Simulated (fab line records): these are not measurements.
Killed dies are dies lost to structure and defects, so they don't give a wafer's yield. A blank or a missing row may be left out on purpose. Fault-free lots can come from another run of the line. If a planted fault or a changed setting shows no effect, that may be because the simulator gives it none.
The tool behind it: which one? ; flow n5_finfet ; 72 wafers from 24 lots sampled at 3 of the route's 1938 steps

WHAT THE GAUGES READ, wafer by wafer
N5_MOL_CONTACT_COAG_INSPECT_42: inspects for defects (brightfield).
lot;measured;on;raw_defect_count
L074;day 5 02:22;defect_inspect-02;232 354 313
L075;day 5 13:50;defect_inspect-02;143 154 208
L076;day 5 15:20;defect_inspect-01;189 156 167
L077;day 5 21:34;defect_inspect-02;179 189 274
L078;day 6 07:12;defect_inspect-02;153 185 151
L079;day 6 07:51;defect_inspect-02;209 190 275
L080;day 6 22:14;defect_inspect-01;153 148 115
L081;day 7 00:57;defect_inspect-01;189 171 196
L082;day 7 05:20;defect_inspect-02;151 126 209
L083;day 7 13:08;defect_inspect-02;166 244 228
L084;day 7 23:46;defect_inspect-02;237 266 217
L085;day 8 02:25;defect_inspect-02;216 196 155
L086;day 8 09:22;defect_inspect-01;226 184 307
L087;day 8 20:13;defect_inspect-01;206 232 263
L088;day 8 22:04;defect_inspect-01;246 222 246
L089;day 9 01:21;defect_inspect-02;231 248 172
L090;day 9 13:35;defect_inspect-01;155 165 169
L091;day 9 13:10;defect_inspect-01;251 262 228
L092;day 9 20:55;defect_inspect-02;202 158 167
L093;day 10 03:11;defect_inspect-02;196 199 291
L094;day 10 05:58;defect_inspect-01;183 202 176
L095;day 10 12:57;defect_inspect-02;227 181 164
L096;day 10 23:30;defect_inspect-01;214 179 211
L097;day 11 04:46;defect_inspect-01;187 151 79

WHAT TOOL EACH LOT RAN ON (gives the tool, then ch and the chambers of the sampled wafers, and finally the start)
lot;N5_GATE_CUT_ETCH_47;N5_MOL_CONTACT_COAG_PRE_CLEAN_141
L074;rie_metal-01 ch 0,1, day 4 12:42;pvd_sputter-01, day 4 17:42
L075;rie_metal-03 ch 0,1, day 4 19:26;pvd_sputter-01, day 5 00:46
L076;rie_metal-02 ch 0,1, day 5 01:38;pvd_sputter-03, day 5 07:17
L077;rie_metal-01 ch 0,1, day 5 06:15;pvd_sputter-01, day 5 12:25
L078;rie_metal-01 ch 0,1, day 5 15:26;pvd_sputter-01, day 5 22:44
L079;rie_metal-01 ch 0,1, day 5 17:59;pvd_sputter-02, day 5 23:48
L080;rie_metal-02 ch 1, day 6 06:39;pvd_sputter-03, day 6 12:34
L081;rie_metal-02 ch 1, day 6 09:14;pvd_sputter-01, day 6 16:25
L082;rie_metal-03 ch 0, day 6 14:53;pvd_sputter-03, day 6 19:56
L083;rie_metal-01 ch 0,1, day 6 22:20;pvd_sputter-02, day 7 04:59
L084;rie_metal-03 ch 0,1, day 7 05:17;pvd_sputter-01, day 7 12:40
L085;rie_metal-03 ch 0,1, day 7 08:04;pvd_sputter-03, day 7 17:11
L086;rie_metal-03 ch 0,1, day 7 15:33;pvd_sputter-01, day 7 23:59
L087;rie_metal-01 ch 0,1, day 8 01:57;pvd_sputter-03, day 8 07:51
L088;rie_metal-01 ch 0,1, day 8 03:59;pvd_sputter-01, day 8 10:46
L089;rie_metal-03 ch 0,1, day 8 08:59;pvd_sputter-02, day 8 14:48
L090;rie_metal-02 ch 0,1, day 8 19:26;pvd_sputter-02, day 9 04:22
L091;rie_metal-02 ch 0,1, day 8 21:10;pvd_sputter-01, day 9 04:19
L092;rie_metal-03 ch 1, day 9 07:05;pvd_sputter-01, day 9 12:25
L093;rie_metal-01 ch 0,1, day 9 10:44;pvd_sputter-03, day 9 16:13
L094;rie_metal-02 ch 1, day 9 15:37;pvd_sputter-01, day 9 21:41
L095;rie_metal-01 ch 1, day 9 22:10;pvd_sputter-01, day 10 05:10
L096;rie_metal-01 ch 1, day 10 04:46;pvd_sputter-01, day 10 13:27
L097;rie_metal-02 ch 0,1, day 10 09:51;pvd_sputter-02, day 10 17:14
- N5_GATE_CUT_ETCH_47: etches SiO2 in Cl2/BCl3, target depth 10 nm.
- N5_MOL_CONTACT_COAG_PRE_CLEAN_141: time 60 s.

AS READ BY THE TOOLS THEMSELVES (means over the sampled wafers that have a number; for cases with no such wafer, the mark the record gives instead)
N5_GATE_CUT_ETCH_47.
lot;tool;chamber_pressure_mTorr (mTorr);drypump_motor_current_A (A);mfc_ar_sccm (sccm);oes_product_au (a.u.);throttle_valve_pct (%)
L074;rie_metal-01;10.016;6.0;24.96;0.65;22.62
L075;rie_metal-03;9.993;5.9;25.01;0.65;23.21
L076;rie_metal-02;10.002;5.4;24.99;0.81;22.87
L077;rie_metal-01;9.994;6.0;24.94;0.65;22.63
L078;rie_metal-01;9.997;6.0;25.05;0.65;22.62
L079;rie_metal-01;9.992;5.7;25.03;0.63;22.57
L080;rie_metal-02;10.001;5.3;24.90;0.87;23.00
L081;rie_metal-02;10.001;5.2;24.91;0.87;23.01
L082;rie_metal-03;10.000;6.2;25.06;0.79;22.91
L083;rie_metal-01;9.995;6.0;25.03;0.65;22.62
L084;rie_metal-03;10.005;6.0;25.02;0.85;22.90
L085;rie_metal-03;9.998;6.0;25.02;0.86;22.91
L086;rie_metal-03;10.003;6.0;25.08;0.85;22.91
L087;rie_metal-01;9.990;6.0;24.96;0.64;22.64
L088;rie_metal-01;10.009;6.0;25.02;0.64;22.64
L089;rie_metal-03;10.003;5.9;25.02;0.90;22.91
L090;rie_metal-02;9.998;5.6;24.97;0.74;22.75
L091;rie_metal-02;9.996;5.4;25.02;0.79;22.88
L092;rie_metal-03;9.996;5.7;25.03;0.95;22.90
L093;rie_metal-01;9.996;6.0;25.06;0.64;22.65
L094;rie_metal-02;10.007;5.3;24.94;0.84;23.02
L095;rie_metal-01;9.991;6.3;25.05;0.65;22.70
L096;rie_metal-01;10.000;6.3;24.98;0.65;22.71
L097;rie_metal-02;10.007;5.6;24.97;0.74;22.76

N5_MOL_CONTACT_COAG_PRE_CLEAN_141.
lot;tool;heater_power_w (W)
L074;pvd_sputter-01;433
L075;pvd_sputter-01;438
L076;pvd_sputter-03;440
L077;pvd_sputter-01;456
L078;pvd_sputter-01;468
L079;pvd_sputter-02;458
L080;pvd_sputter-03;410
L081;pvd_sputter-01;403
L082;pvd_sputter-03;415
L083;pvd_sputter-02;514
L084;pvd_sputter-01;467
L085;pvd_sputter-03;423
L086;pvd_sputter-01;470
L087;pvd_sputter-03;411
L088;pvd_sputter-01;499
L089;pvd_sputter-02;481
L090;pvd_sputter-02;503
L091;pvd_sputter-01;437
L092;pvd_sputter-01;428
L093;pvd_sputter-03;403
L094;pvd_sputter-01;440
L095;pvd_sputter-01;461
L096;pvd_sputter-01;430
L097;pvd_sputter-02;445

THE ANSWER, worked out from the rows above alone
Rule: the usual values come from the lots themselves. The widest of any qualifying gaps counts: lots, ordered by their means at a reading, are off when they make up no more than a third of the lots, leave a main group of 4 or more, and stand apart from it by 3 or more times the standard deviation of that group's means. If all means in a main group match to the digits the tables above print for the reading, that group is not used. A lot without any number at a reading at which 4 lots or more have one is off too. Any other lot the step has rows for is counted as sound. The gauges are gone through in route order, then the tools' own readings, and for those a lot's mean is taken as printed above. The first step at which some lot is off is used, and at that step the reading that is off furthest; a lot without a number counts as furthest.
No lot is off at any reading shown: from this, nothing can be told.

WHAT WAS PUT IN BY THE SIMULATOR
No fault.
